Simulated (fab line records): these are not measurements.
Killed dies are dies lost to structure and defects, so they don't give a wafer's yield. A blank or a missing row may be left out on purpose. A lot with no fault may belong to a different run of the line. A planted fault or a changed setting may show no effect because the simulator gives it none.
Problem report in the 8D (eight disciplines) form, filled by code / flow nand harc / the parts of the form that need people (team, actions taken, sign-off) are left out

## 1. PROBLEM STATEMENT
Wafers with no fault read 346.4 s with a standard deviation of 0.5, whereas run length s at NHARC_A_CHANNEL_HOLE_D1_ETCH_39 reads a mean of 262.1 s on 1 wafer of 1 lot. That is -99 or more standard deviations from the usual mean.
The step: etches the open film in N2/H2, target depth 260 nm, time 325 s.
First seen on wafer L205.2, day 13 09:38, on rie diel-02. At this step, 39 wafers from 13 lots have a number in the record. Rule for "out" (also "out of limits"): further than 4 standard deviations from the usual mean. All remaining wafers that have a number are taken as sound.

## 2. WHAT IT IS; WHAT IT IS NOT
question=which readings at this step | is=run length s | is not=drypump motor current A, oes product au, rf vpp V, showerhead plenum p Torr, throttle valve pct
question=which lots | is=L205 | is not=L184, L185, L186, L187, L188, L189, L190, L191, L192, L193, L195, L207
question=which wafers of those lots | is=L205.2 | is not=L205.5, L205.6
question=read on which tools | is=rie diel-02 | is not=rie diel-06, rie diel-12
question=when | is=from day 13 09:38 | is not=up to then (35 sound wafers); but 3 sound wafers of L207 came after

## 3. THE SUSPECTS, EACH WITH WHAT RULES IT OUT
Counting: any tool at a process step up to the reading remains a suspect provided it ran every lot that is out. Sound lots after the first of them don't rule it out here, since some wafers of a struck lot are sound.
- rie diel-02 at NHARC_A_CHANNEL_HOLE_D1_ETCH_39 (etches the open film in N2/H2, target depth 260 nm, time 325 s): kept. It processed L205, the lot that is out, at day 13 09:38, and its most recent sound lot before then was L195 at day 10 20:42. Its own readings are out on those wafers: run length s.
- In rie diel-02 at NHARC_A_CHANNEL_HOLE_D1_ETCH_39, the wafers that are out were processed in chamber 0 and their sound lot-mates in chambers 1, 2.
Left after counting: rie diel-02 at NHARC_A_CHANNEL_HOLE_D1_ETCH_39.

## 4. THE CAUSE (what the simulator had put in)
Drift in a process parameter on rie diel-02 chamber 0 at NHARC_A_CHANNEL_HOLE_D1_ETCH_39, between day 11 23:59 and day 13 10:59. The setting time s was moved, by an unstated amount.
Only this tool survived the counting.

## 5. THE CHAIN OF EFFECTS, in route order
Each row: a reading whose mean over the struck wafers that have a number lies more than 3 standard deviations from the usual. Scope: only readings with a usual standard deviation given in the record; hours: median across lots of the time from each lot's start at the first step in this table that gives one to its start at this step; sigmas: change in usual standard deviations.
hours=0; step=NHARC_A_CHANNEL_HOLE_D1_ETCH_39; reading=run length s; usual=346.4 s; on struck wafers=262.1; change=-84.3; sigmas=-99 or more
Its process steps:
- NHARC_A_CHANNEL_HOLE_D1_ETCH_39: etches the open film in N2/H2, target depth 260 nm, time 325 s.

## 6. HOW IT WOULD HAVE BEEN CAUGHT EARLIER
In this record no reading fell out of limits until day 13 09:38, 34 hours after the fault had begun at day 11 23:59.
